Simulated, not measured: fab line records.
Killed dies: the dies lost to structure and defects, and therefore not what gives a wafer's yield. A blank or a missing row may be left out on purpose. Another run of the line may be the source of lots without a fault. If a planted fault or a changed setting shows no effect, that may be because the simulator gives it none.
fab line records	flow nand-harc
record lots=12	wafers=36	last-day=33
route steps=1302 shown P_M1@315 P_M2@328 END@1302
lots that met no fault: from a run of the same line without faults
start-h: the number of hours between the record's first day and the start of the first shown wafer of the lot	wait-h: hours since the lot's step before	" as in the row above	L1.1+2: a row that stands for several wafers	- value missing, or start not given	* or withheld: withheld	< > ~ a bound
route shown NAME@n: NAME is a module with steps in the file, n the number in the route of the first one	usual: average and standard deviation across the fault-free wafers	same: alike in all rows	chamber/n: place in a boat	sites: each site's reading	_std_site: the standard deviation of these	_edge_site: mean of outer sites minus mean of inner sites	radius-mm: for every site, how far away it sits from the centre of the wafer	mask NAME#n: copy n	behind: the tool/chamber that last shaped the wafer	hold: cause of the lot's hold/its duration in hours/its outcome	device: whichever transistor did not switch (one of n, p or np)	end of line: tests run on the same wafers once the route is complete	a step with no rows: only its recipe	killed: dies lost to structure and defects at the first sort, not the wafer's yield	map: per-die view of a wafer (x killed, . not killed, _ where there is no die)
set.NAME: the run value of the setting; set.NAME@STEP: its run value at that earlier step	model.NAME: the simulator's own value behind a step, which no gauge read
route steps across a sampled set of lots; one table per step, one row per wafer
services: from which hour (start-h, from the record's first day; less than 0 if before it) a tool's chamber was out of use, for how many hours, and why
## steps
# step NHARC_P_M1_INSPECT_27
# usual raw-defect-count=318/120
lot.wafer	tool	chamber	start-h	wait-h	raw-defect-count
L556.2	defect-inspect-01	-	130.50	0.0	348
L556.3	"	-	"	"	261
L556.5	"	-	"	"	276
L557.1	defect-inspect-01	-	138.76	0.0	515
L557.4	"	-	"	"	356
L557.6	"	-	"	"	237
L558.2	defect-inspect-02	-	153.82	0.0	326
L558.4	"	-	"	"	330
L558.5	"	-	"	"	314
L559.1	defect-inspect-01	-	154.93	0.0	321
L559.2	"	-	"	"	263
L559.5	"	-	"	"	548
L568.3	defect-inspect-02	-	256.95	0.0	332
L568.4	"	-	"	"	291
L568.6	"	-	"	"	264
L572.1	defect-inspect-02	-	290.68	0.0	457
L572.3	"	-	"	"	266
L572.4	"	-	"	"	255
L574.1	defect-inspect-01	-	314.74	0.0	379
L574.2	"	-	"	"	432
L574.3	"	-	"	"	249
L575.2	defect-inspect-02	-	315.86	0.0	345
L575.3	"	-	"	"	248
L575.5	"	-	"	"	274
L576.1	defect-inspect-01	-	329.72	0.0	288
L576.4	"	-	"	"	233
L576.5	"	-	"	"	245
L577.1	defect-inspect-02	-	346.61	0.0	299
L577.4	"	-	"	"	329
L577.5	"	-	"	"	223
L578.1	defect-inspect-01	-	349.37	0.0	265
L578.5	"	-	"	"	231
L578.6	"	-	"	"	309
L579.1	defect-inspect-02	-	364.29	0.0	461
L579.3	"	-	"	"	788
L579.4	"	-	"	"	483
# step NHARC_P_M2_CD_MEAS_09
# recipe target-cd-nm=170	landing-energy-ev=500
# usual cd-nm=170.1/0.63
lot.wafer	tool	chamber	start-h	wait-h	cd-nm
L556.2	cd-sem-03	0	131.89	-	170.0
L556.3	"	0	"	"	170.4
L556.5	"	0	"	"	169.8
L557.1	cd-sem-02	0	140.04	-	170.8
L557.4	"	0	"	"	170.8
L557.6	"	0	"	"	170.9
L558.2	cd-sem-03	0	155.21	-	170.5
L558.4	"	0	"	"	170.9
L558.5	"	0	"	"	170.4
L559.1	cd-sem-03	0	156.33	-	169.7
L559.2	"	0	"	"	169.9
L559.5	"	0	"	"	170.5
L568.3	cd-sem-03	0	258.34	-	170.1
L568.4	"	0	"	"	170.7
L568.6	"	0	"	"	169.8
L572.1	cd-sem-03	0	292.06	-	169.6
L572.3	"	0	"	"	169.6
L572.4	"	0	"	"	170.0
L574.1	cd-sem-01	0	316.14	-	169.9
L574.2	"	0	"	"	170.3
L574.3	"	0	"	"	170.3
L575.2	cd-sem-01	0	317.26	-	170.2
L575.3	"	0	"	"	170.4
L575.5	"	0	"	"	169.4
L576.1	cd-sem-03	0	331.00	-	170.8
L576.4	"	0	"	"	170.4
L576.5	"	0	"	"	171.1
L577.1	cd-sem-02	0	348.00	-	170.7
L577.4	"	0	"	"	170.9
L577.5	"	0	"	"	170.4
L578.1	cd-sem-01	0	350.77	-	170.9
L578.5	"	0	"	"	170.4
L578.6	"	0	"	"	170.6
L579.1	cd-sem-02	0	365.66	-	170.0
L579.3	"	0	"	"	169.4
L579.4	"	0	"	"	169.7
# step NHARC_P_M2_ETCH_35
# recipe target-depth-a=400	overetch-a=120	time-s=43.94	ion-energy-ev=200	n2-flow-sccm=150	h2-flow-sccm=150	ar-flow-sccm=0	rf-w=400	bias-w=150	chemistry=N2/H2
# usual drypump-motor-current-A=5.7/0.45	oes-product-au=1.002/0.011	rf-vpp-V=431.2/2.6	showerhead-plenum-p-Torr=2.06/0.093	throttle-valve-pct=14.171/0.0095
lot.wafer	tool	chamber	start-h	wait-h	drypump-motor-current-A	oes-product-au	rf-hours-counter-h	rf-vpp-V	showerhead-plenum-p-Torr	throttle-valve-pct
L556.3	rie-diel-09	2	132.16	0.1	5.4	0.994	6.6	435.1	2.14	14.174
L556.2	"	1	"	"	5.4	0.996	6.5	430.2	2.06	14.161
L556.5	"	3	"	"	6.2	0.991	-	432.0	2.09	14.181
L557.1	rie-diel-08	0	140.32	0.1	5.1	1.014	4.1	428.0	1.92	14.179
L557.4	"	1	"	"	5.9	0.995	4.4	435.4	2.21	14.162
L557.6	"	2	"	"	6.0	1.015	-	434.3	2.12	14.175
L558.4	rie-diel-09	3	155.48	0.1	6.1	1.004	0.0	432.4	2.09	14.167
L558.2	"	0	"	"	5.6	1.014	0.1	433.8	2.15	14.177
L558.5	"	0	"	"	5.6	1.022	-	433.7	2.15	14.174
L559.2	rie-diel-08	0	156.60	0.1	5.1	1.011	4.8	425.1	1.92	14.157
L559.1	"	1	"	"	6.0	1.008	5.2	434.8	2.21	14.173
L559.5	"	0	"	"	5.0	1.021	-	427.6	1.92	14.174
L568.4	rie-diel-03	2	258.62	0.1	5.8	0.988	7.3	432.9	2.17	14.167
L568.3	"	3	"	"	5.2	0.996	7.4	431.8	2.04	14.172
L568.6	"	0	"	"	6.0	0.822	-	431.1	2.06	14.162
L572.1	rie-diel-09	3	292.34	0.1	6.1	0.993	5.8	433.0	2.09	14.158
L572.3	"	0	"	"	5.6	1.033	5.6	432.6	2.15	14.177
L572.4	"	1	"	"	5.4	0.999	5.9	430.8	2.05	14.166
L574.2	rie-diel-08	0	316.42	0.1	5.1	1.003	5.6	426.2	1.92	14.167
L574.1	"	1	"	"	6.0	1.007	5.1	435.8	2.21	14.179
L574.3	"	2	"	"	6.0	1.007	5.3	432.6	2.11	14.182
L575.3	rie-diel-08	3	317.54	0.1	6.7	1.021	6.0	425.2	1.90	14.168
L575.2	"	0	"	"	5.1	1.004	5.7	425.3	1.92	14.181
L575.5	"	2	"	"	6.0	0.999	-	431.7	2.11	14.163
L576.1	rie-diel-09	2	331.27	0.1	5.3	0.997	0.0	434.1	2.14	14.165
L576.4	"	3	"	"	6.1	1.000	0.0	432.7	2.09	14.183
L576.5	"	2	"	"	5.3	0.990	-	431.9	2.14	14.156
L577.1	rie-diel-03	2	348.27	0.1	5.8	0.983	4.8	433.0	2.16	14.184
L577.4	"	0	"	"	6.0	1.003	5.0	430.7	2.06	14.172
L577.5	"	2	"	"	5.8	0.984	-	433.0	2.16	14.177
L578.1	rie-diel-09	2	351.04	0.1	5.3	0.985	1.1	434.0	2.14	14.175
L578.6	"	2	"	"	5.3	0.985	-	433.1	2.14	14.159
L578.5	"	3	"	"	6.1	0.988	-	432.3	2.09	14.176
L579.3	rie-diel-09	1	365.94	0.1	5.4	1.002	2.5	432.1	2.05	14.193
L579.1	"	2	"	"	5.3	0.983	1.9	432.9	2.14	14.193
L579.4	"	3	"	"	6.1	1.005	2.2	431.3	2.09	14.169
# step NHARC_P_M2_DEGAS_29
# recipe temp-c=250	time-s=60
# usual heater-power-w=326/37	susceptor-temp-C=249.96/0.18
lot.wafer	tool	chamber	start-h	wait-h	heater-power-w	susceptor-temp-C
L556.2	pvd-sputter-03	-	133.10	-	340	-
L556.3	"	-	"	"	319	-
L556.5	"	-	"	"	311	-
L557.1	pvd-sputter-02	-	141.27	-	330	249.80
L557.4	"	-	"	"	326	249.93
L557.6	"	-	"	"	325	250.12
L558.2	pvd-sputter-02	-	156.41	-	316	250.15
L558.4	"	-	"	"	336	250.12
L558.5	"	-	"	"	324	250.00
L559.2	pvd-sputter-02	-	157.53	-	323	250.11
L559.1	"	-	"	"	412	250.03
L559.5	"	-	"	"	324	250.11
L568.4	pvd-sputter-03	-	259.54	-	269	249.84
L568.3	"	-	"	"	283	250.00
L568.6	"	-	"	"	265	249.54
L572.4	pvd-sputter-01	-	293.28	-	323	250.08
L572.1	"	-	"	"	332	249.82
L572.3	"	-	"	"	292	249.75
L574.3	pvd-sputter-03	-	317.34	-	290	249.85
L574.1	"	-	"	"	346	249.86
L574.2	"	-	"	"	262	250.32
L575.2	pvd-sputter-02	-	318.46	-	341	249.94
L575.3	"	-	"	"	394	249.96
L575.5	"	-	"	"	330	250.05
L576.1	pvd-sputter-01	-	332.20	-	330	-
L576.4	"	-	"	"	290	-
L576.5	"	-	"	"	320	-
L577.4	pvd-sputter-02	-	349.22	-	323	250.03
L577.1	"	-	"	"	337	249.95
L577.5	"	-	"	"	399	249.88
L578.1	pvd-sputter-01	-	351.97	-	330	249.96
L578.6	"	-	"	"	333	249.91
L578.5	"	-	"	"	336	249.74
L579.3	pvd-sputter-01	-	366.86	-	328	249.76
L579.1	"	-	"	"	291	249.96
L579.4	"	-	"	"	323	249.99
# step NHARC_END_SORT_01
# recipe temp-c=25
# usual defect-limited-yield=90.8/2.5	killed-at-array=58/17	killed-at-other=1.0/1.4	killed-at-periphery=3.6/2.4	killed-dies=62/17	killed-open=3.4/2	killed-short=2.2/1.6
# same gross-dies=677
lot.wafer	tool	chamber	start-h	wait-h	defect-limited-yield[%]	killed-at-array	killed-at-other	killed-at-periphery	killed-dies	killed-open	killed-short
L557.1	prober-01	0	572.82	2.5	92.0	50	0	4	54	1	3
L557.4	prober-01	0	575.23	3.4	91.9	53	0	2	55	2	4
L557.6	prober-01	0	576.83	4.0	92.2	51	0	2	53	1	1
L559.1	prober-02	0	572.88	2.5	90.0	62	3	3	68	2	2
L559.2	prober-02	0	573.68	2.8	88.5	73	2	3	78	2	1
L559.5	prober-02	0	576.10	3.7	90.1	66	0	1	67	0	2
L556.2	prober-01	0	581.43	2.8	90.4	62	1	2	65	5	3
L556.3	prober-01	0	582.23	3.1	90.7	54	7	2	63	0	4
L556.5	prober-01	0	583.84	3.7	86.4	85	5	2	92	3	4
L558.2	prober-02	0	584.50	2.8	88.6	69	0	8	77	1	4
L558.4	prober-02	0	586.08	3.4	90.1	63	1	3	67	0	2
L558.5	prober-02	0	586.88	3.7	90.7	63	0	0	63	3	0
L568.3	prober-02	0	699.28	3.1	88.2	78	1	1	80	2	1
L568.4	prober-02	0	700.09	3.4	88.5	74	0	4	78	4	2
L568.6	prober-02	0	701.70	4.0	87.7	79	0	4	83	0	5
L572.1	prober-02	0	709.60	2.5	96.2	23	0	3	26	1	1
L572.3	prober-02	0	711.22	3.1	95.9	22	0	6	28	2	3
L572.4	prober-02	0	712.03	3.4	95.9	18	2	8	28	5	4
L574.1	prober-02	0	739.11	2.5	92.5	50	0	1	51	2	1
L574.2	prober-02	0	739.91	2.8	91.6	53	1	3	57	3	3
L574.3	prober-02	0	740.71	3.1	92.6	46	1	3	50	0	1
L575.2	prober-01	0	739.85	2.8	91.7	51	0	5	56	3	3
L575.3	prober-01	0	740.66	3.1	91.6	52	1	4	57	7	2
L575.5	prober-01	0	742.27	3.7	91.6	54	0	3	57	4	1
L576.1	prober-02	0	755.52	2.5	88.3	67	2	10	79	4	4
L576.4	prober-02	0	757.93	3.4	89.4	69	1	2	72	1	3
L576.5	prober-02	0	758.73	3.7	91.6	57	0	0	57	3	2
L577.1	prober-01	0	775.78	2.5	93.5	38	3	3	44	3	1
L577.4	prober-01	0	778.16	3.4	92.9	38	5	5	48	6	1
L577.5	prober-01	0	778.95	3.7	92.9	43	4	1	48	2	0
L578.1	prober-02	0	777.36	2.5	90.8	58	1	3	62	4	5
L578.5	prober-02	0	780.53	3.7	91.0	61	0	0	61	7	0
L578.6	prober-02	0	781.32	4.0	91.3	55	1	3	59	4	1
L579.1	prober-02	0	792.28	2.6	88.6	72	0	5	77	5	5
L579.3	prober-02	0	793.90	3.1	88.0	79	0	2	81	2	2
L579.4	prober-02	0	794.70	3.4	88.3	77	0	2	79	4	4
# killed by level:class
L557.1 A_CHANNEL_HOLE_D1:chamber-film-flake=31 A_CHANNEL_HOLE_D2:chamber-film-flake=9 P_GATE:chamber-film-flake=3 A_ONON_D2:geometric-particle:short=2 A_SLIT:chamber-film-flake=2 A_WL_FILL:chamber-film-flake=2 A_CHANNEL_FILL_D1:geometric-particle:short=1 A_SGD_CUT:geometric-particle:open=1
L559.1 A_CHANNEL_HOLE_D2:chamber-film-flake=25 A_SLIT:chamber-film-flake=25 A_CONTACT:chamber-film-flake=3 THIN_TSV:chamber-film-flake=3 A_ONON_D2:geometric-particle:short=2 P_M2:chamber-film-flake=2 A_CHANNEL_HOLE_D1:chamber-film-flake=2 A_BLC:chamber-film-flake=2
L559.2 A_CHANNEL_HOLE_D2:chamber-film-flake=35 A_SLIT:chamber-film-flake=27 A_BLC:chamber-film-flake=4 A_WL_FILL:chamber-film-flake=3 P_M2:chamber-film-flake=2 A_CONTACT:chamber-film-flake=2 THIN_TSV:chamber-film-flake=2 P_M0:geometric-particle:open=1
L557.4 A_CHANNEL_HOLE_D1:chamber-film-flake=26 A_SLIT:chamber-film-flake=8 A_CHANNEL_HOLE_D2:chamber-film-flake=6 A_WL_FILL:chamber-film-flake=3 A_STAIRCASE:chamber-film-flake=2 A_ONON_D1:geometric-particle:short=1 A_CHANNEL_FILL_D1:geometric-particle:short=1 A_ONON_D2:geometric-particle:short=1
L559.5 A_CHANNEL_HOLE_D2:chamber-film-flake=35 A_SLIT:chamber-film-flake=20 A_STAIRCASE:chamber-film-flake=3 A_CHANNEL_HOLE_D1:chamber-film-flake=2 A_CHANNEL_FILL_D1:chamber-film-flake=2 A_WL_FILL:chamber-film-flake=2 P_STI:geometric-particle:short=1 A_SOURCE_PLATE:geometric-particle:short=1
L557.6 A_CHANNEL_HOLE_D1:chamber-film-flake=26 A_CHANNEL_HOLE_D2:chamber-film-flake=14 A_SLIT:chamber-film-flake=4 A_STAIRCASE:chamber-film-flake=2 A_SGD_CUT:chamber-film-flake=2 A_CONTACT:chamber-film-flake=2 P_M0:geometric-particle:open=1 A_ONON_D1:geometric-particle:short=1
L556.2 A_CHANNEL_HOLE_D1:chamber-film-flake=27 A_SLIT:chamber-film-flake=19 A_CONTACT:chamber-film-flake=5 A_CHANNEL_HOLE_D2:chamber-film-flake=4 A_CHANNEL_FILL_D2:geometric-particle:open=2 P_GATE:geometric-particle:open=1 P_M2:geometric-particle:open=1 A_DECK1_JOINT:geometric-particle:short=1
L556.3 A_CHANNEL_HOLE_D1:chamber-film-flake=20 A_SLIT:chamber-film-flake=20 A_CONTACT:chamber-film-flake=7 THIN_TSV:chamber-film-flake=7 A_CHANNEL_HOLE_D2:chamber-film-flake=3 A_STAIRCASE:chamber-film-flake=2 P_GATE:geometric-particle:short=1 P_M1:geometric-particle:short=1
L556.5 A_CHANNEL_HOLE_D1:chamber-film-flake=32 A_SLIT:chamber-film-flake=28 A_CONTACT:chamber-film-flake=9 A_CHANNEL_HOLE_D2:chamber-film-flake=7 THIN_TSV:chamber-film-flake=5 A_DECK1_JOINT:geometric-particle:short=2 P_M0:geometric-particle:open=1 A_CHANNEL_FILL_D1:geometric-particle:open=1
L558.2 A_CHANNEL_HOLE_D1:chamber-film-flake=32 A_SLIT:chamber-film-flake=22 A_CHANNEL_HOLE_D2:chamber-film-flake=7 P_M2:chamber-film-flake=4 A_CONTACT:chamber-film-flake=3 P_GATE:geometric-particle:short=2 A_CHANNEL_FILL_D1:geometric-particle:short=2 A_DECK1_JOINT:geometric-particle:open=1
L558.4 A_CHANNEL_HOLE_D1:chamber-film-flake=31 A_SLIT:chamber-film-flake=20 A_CHANNEL_HOLE_D2:chamber-film-flake=8 A_CONTACT:chamber-film-flake=2 P_M1:geometric-particle:short=1 STARTING-WAFER:geometric-particle:short=1 P_GATE:chamber-film-flake=1 P_M2:chamber-film-flake=1
L558.5 A_CHANNEL_HOLE_D1:chamber-film-flake=24 A_SLIT:chamber-film-flake=24 A_CHANNEL_HOLE_D2:chamber-film-flake=8 A_CONTACT:chamber-film-flake=3 A_WL_FILL:geometric-particle:open=2 A_SLIT:geometric-particle:open=1 A_STAIRCASE:chamber-film-flake=1
L568.3 A_SLIT:chamber-film-flake=34 A_CHANNEL_HOLE_D1:chamber-film-flake=29 A_STAIRCASE:chamber-film-flake=4 A_CHANNEL_HOLE_D2:chamber-film-flake=3 A_WL_FILL:chamber-film-flake=3 A_CHANNEL_HOLE_D2:geometric-particle:open=1 A_CHANNEL_FILL_D2:geometric-particle:short=1 A_M0:geometric-particle:open=1
L568.4 A_CHANNEL_HOLE_D1:chamber-film-flake=30 A_SLIT:chamber-film-flake=29 A_STAIRCASE:chamber-film-flake=6 A_CHANNEL_FILL_D2:geometric-particle:open=2 P_GATE:chamber-film-flake=2 A_CHANNEL_HOLE_D2:chamber-film-flake=2 P_M0:geometric-particle:open=1 A_SOURCE_PLATE:geometric-particle:short=1
L568.6 A_CHANNEL_HOLE_D1:chamber-film-flake=31 A_SLIT:chamber-film-flake=25 A_STAIRCASE:chamber-film-flake=10 P_GATE:chamber-film-flake=3 A_WL_FILL:chamber-film-flake=3 A_CHANNEL_HOLE_D2:geometric-particle:short=2 A_CHANNEL_HOLE_D2:chamber-film-flake=2 A_SOURCE_PLATE:geometric-particle:short=1
L572.1 A_CHANNEL_HOLE_D1:chamber-film-flake=13 A_SLIT:chamber-film-flake=3 A_CONTACT:chamber-film-flake=3 P_GATE:chamber-film-flake=2 A_CHANNEL_FILL_D1:chamber-film-flake=2 P_M0:geometric-particle:short=1 A_WL_FILL:geometric-particle:open=1 A_CHANNEL_HOLE_D2:chamber-film-flake=1
L572.3 A_CHANNEL_HOLE_D1:chamber-film-flake=12 A_SLIT:chamber-film-flake=3 A_CONTACT:chamber-film-flake=3 P_STI:chamber-film-flake=2 P_GATE:chamber-film-flake=2 P_M0:geometric-particle:short=1 A_ONON_D1:geometric-particle:short=1 A_CHANNEL_HOLE_D1:geometric-particle:open=1
L572.4 A_CHANNEL_HOLE_D1:chamber-film-flake=7 P_STI:chamber-film-flake=4 A_SLIT:chamber-film-flake=3 A_CHANNEL_HOLE_D1:geometric-particle:open=2 A_WL_FILL:geometric-particle:open=2 P_GATE:chamber-film-flake=2 A_ONON_D1:geometric-particle:short=1 A_CHANNEL_HOLE_D1:geometric-particle:short=1
L574.1 A_CHANNEL_HOLE_D1:chamber-film-flake=29 A_CONTACT:chamber-film-flake=8 A_SLIT:chamber-film-flake=6 A_WL_FILL:chamber-film-flake=2 A_CHANNEL_FILL_D1:geometric-particle:open=1 A_CHANNEL_FILL_D2:geometric-particle:open=1 A_WL_FILL:geometric-particle:short=1 P_STI:chamber-film-flake=1
L575.2 A_SLIT:chamber-film-flake=28 A_CONTACT:chamber-film-flake=7 A_CHANNEL_HOLE_D1:chamber-film-flake=6 P_GATE:chamber-film-flake=4 A_ONON_D1:geometric-particle:short=2 A_ZERO_WELL:chamber-film-flake=2 A_DECK1_JOINT:chamber-film-flake=2 P_M0:geometric-particle:open=1
L574.2 A_CHANNEL_HOLE_D1:chamber-film-flake=35 A_CONTACT:chamber-film-flake=6 A_SLIT:chamber-film-flake=3 A_CHANNEL_FILL_D2:geometric-particle:short=2 P_M0:geometric-particle:open=1 A_ONON_D1:geometric-particle:open=1 A_M0:geometric-particle:open=1 A_M1:geometric-particle:short=1
L575.3 A_SLIT:chamber-film-flake=25 A_CHANNEL_HOLE_D1:chamber-film-flake=7 A_CONTACT:chamber-film-flake=7 P_GATE:chamber-film-flake=3 A_ONON_D2:geometric-particle:short=2 P_GATE:geometric-particle:open=1 A_CHANNEL_FILL_D1:geometric-particle:open=1 A_CHANNEL_FILL_D2:geometric-particle:open=1
L574.3 A_CHANNEL_HOLE_D1:chamber-film-flake=31 A_CONTACT:chamber-film-flake=7 A_SLIT:chamber-film-flake=5 P_GATE:chamber-film-flake=3 A_CHANNEL_FILL_D2:geometric-particle:short=1 A_DECK1_JOINT:chamber-film-flake=1 A_CHANNEL_HOLE_D2:chamber-film-flake=1 THIN_TSV:chamber-film-flake=1
L575.5 A_SLIT:chamber-film-flake=29 A_CHANNEL_HOLE_D1:chamber-film-flake=12 A_CONTACT:chamber-film-flake=6 A_CHANNEL_FILL_D1:geometric-particle:open=2 P_ZERO_WELL:chamber-film-flake=2 A_DECK1_JOINT:geometric-particle:short=1 A_CHANNEL_FILL_D2:geometric-particle:open=1 A_M1:geometric-particle:open=1
L576.1 A_CHANNEL_HOLE_D2:chamber-film-flake=34 A_CHANNEL_HOLE_D1:chamber-film-flake=13 A_SLIT:chamber-film-flake=7 P_M2:chamber-film-flake=5 A_WL_FILL:chamber-film-flake=3 A_BONDPAD:chamber-film-flake=3 A_CONTACT:chamber-film-flake=2 THIN_TSV:chamber-film-flake=2
L576.4 A_CHANNEL_HOLE_D2:chamber-film-flake=34 A_CHANNEL_HOLE_D1:chamber-film-flake=17 A_SLIT:chamber-film-flake=5 A_CONTACT:chamber-film-flake=4 A_STAIRCASE:chamber-film-flake=3 P_M2:chamber-film-flake=2 A_SOURCE_PLATE:geometric-particle:short=1 A_DECK1_JOINT:geometric-particle:short=1
L576.5 A_CHANNEL_HOLE_D2:chamber-film-flake=26 A_CHANNEL_HOLE_D1:chamber-film-flake=9 A_SLIT:chamber-film-flake=5 A_BONDPAD:chamber-film-flake=4 A_CHANNEL_FILL_D1:chamber-film-flake=2 A_STAIRCASE:chamber-film-flake=2 A_SOURCE_PLATE:geometric-particle:open=1 A_ONON_D1:geometric-particle:open=1
L577.1 A_CHANNEL_HOLE_D1:chamber-film-flake=16 A_SLIT:chamber-film-flake=7 A_CHANNEL_FILL_D1:chamber-film-flake=5 A_CONTACT:chamber-film-flake=5 A_M0:chamber-film-flake=3 THIN_TSV:chamber-film-flake=3 P_STI:geometric-particle:open=1 P_GATE:geometric-particle:open=1
L578.1 A_SLIT:chamber-film-flake=30 A_CHANNEL_HOLE_D2:chamber-film-flake=14 A_CONTACT:chamber-film-flake=6 P_M0:geometric-particle:open=1 A_CHANNEL_HOLE_D1:geometric-particle:short=1 A_DECK1_JOINT:geometric-particle:short=1 A_CHANNEL_FILL_D2:geometric-particle:short=1 A_WL_FILL:geometric-particle:open=1
L577.4 A_CHANNEL_HOLE_D1:chamber-film-flake=17 A_CONTACT:chamber-film-flake=10 THIN_TSV:chamber-film-flake=5 A_CHANNEL_FILL_D1:chamber-film-flake=3 A_SLIT:chamber-film-flake=3 P_GATE:geometric-particle:open=1 P_CONTACT:geometric-particle:open=1 P_M0:geometric-particle:open=1
L577.5 A_CHANNEL_HOLE_D1:chamber-film-flake=18 A_SLIT:chamber-film-flake=9 A_CONTACT:chamber-film-flake=7 THIN_TSV:chamber-film-flake=4 A_STAIRCASE:chamber-film-flake=3 A_M0:chamber-film-flake=2 P_CONTACT:geometric-particle:open=1 A_SOURCE_PLATE:geometric-particle:open=1
L578.5 A_CHANNEL_HOLE_D2:chamber-film-flake=26 A_SLIT:chamber-film-flake=21 A_CONTACT:chamber-film-flake=3 A_M1:geometric-particle:open=3 A_STAIRCASE:chamber-film-flake=3 A_CHANNEL_FILL_D1:geometric-particle:open=1 A_DECK1_JOINT:geometric-particle:open=1 A_ONON_D2:geometric-particle:open=1
L578.6 A_CHANNEL_HOLE_D2:chamber-film-flake=27 A_SLIT:chamber-film-flake=16 A_STAIRCASE:chamber-film-flake=7 A_ONON_D2:geometric-particle:open=2 P_GATE:chamber-film-flake=2 A_CONTACT:chamber-film-flake=2 P_BONDPAD:geometric-particle:open=1 A_WL_FILL:geometric-particle:open=1
L579.1 A_SLIT:chamber-film-flake=35 A_CHANNEL_HOLE_D1:chamber-film-flake=9 A_CONTACT:chamber-film-flake=9 A_CHANNEL_HOLE_D2:chamber-film-flake=4 A_CHANNEL_FILL_D1:geometric-particle:short=3 P_M1:chamber-film-flake=2 A_STAIRCASE:chamber-film-flake=2 P_M2:geometric-particle:open=1
L579.3 A_SLIT:chamber-film-flake=30 A_CHANNEL_HOLE_D1:chamber-film-flake=22 A_CONTACT:chamber-film-flake=13 A_STAIRCASE:chamber-film-flake=3 P_M1:chamber-film-flake=2 A_DECK1_JOINT:chamber-film-flake=2 A_CHANNEL_HOLE_D2:geometric-particle:short=1 A_SGD_CUT:geometric-particle:short=1
L579.4 A_SLIT:chamber-film-flake=27 A_CHANNEL_HOLE_D1:chamber-film-flake=22 A_CONTACT:chamber-film-flake=12 A_CHANNEL_FILL_D2:geometric-particle:short=3 A_STAIRCASE:chamber-film-flake=3 A_ZERO_WELL:chamber-film-flake=2 P_M1:chamber-film-flake=2 A_CHANNEL_FILL_D1:geometric-particle:open=1
## services
tool	chamber	start-h	hours	kind
pvd-sputter-02	-	111.00	3.6	repair
rie-diel-08	3	114.04	5.4	repair
rie-diel-08	-	142.06	0.6	repair
rie-diel-09	-	143.43	9.0	pm
rie-diel-03	2	161.14	6.3	repair
rie-diel-03	0	166.98	2.3	repair
pvd-sputter-03	-	170.06	10.0	pm
rie-diel-08	-	190.80	9.0	pm
rie-diel-08	2	224.14	4.1	repair
pvd-sputter-01	-	226.00	10.0	pm
rie-diel-09	2	234.89	4.7	repair
rie-diel-03	2	237.21	3.6	repair
pvd-sputter-03	-	243.47	7.9	repair
pvd-sputter-02	-	255.59	0.8	repair
pvd-sputter-03	-	273.04	1.0	repair
rie-diel-03	-	281.32	9.0	pm
rie-diel-09	2	281.81	2.0	repair
pvd-sputter-02	-	282.00	10.0	pm
rie-diel-03	1	296.91	6.0	repair
rie-diel-08	-	305.45	0.1	repair
pvd-sputter-01	-	311.78	1.0	repair
pvd-sputter-01	-	314.71	3.5	repair
rie-diel-09	-	320.43	9.0	pm
rie-diel-08	2	355.42	6.9	repair
## key
first-sign step=NHARC_P_M2_ETCH_35	reading=oes-product-au	direction=down	sigmas=16	usual=1.002	struck=0.822
effect none on later readings
met-at NHARC_P_M2_ETCH_35
struck-lots L568
struck-wafers L568.6
not-acting-at NHARC_P_M1_INSPECT_27,NHARC_P_M2_CD_MEAS_09,NHARC_P_M2_DEGAS_29
fault kind=process-parameter-drift	tool=rie-diel-03	chamber=0	onset-h=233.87	steps=NHARC_P_M2_ETCH_35	channel=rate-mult	offset=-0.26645	shape=step	end-h=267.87
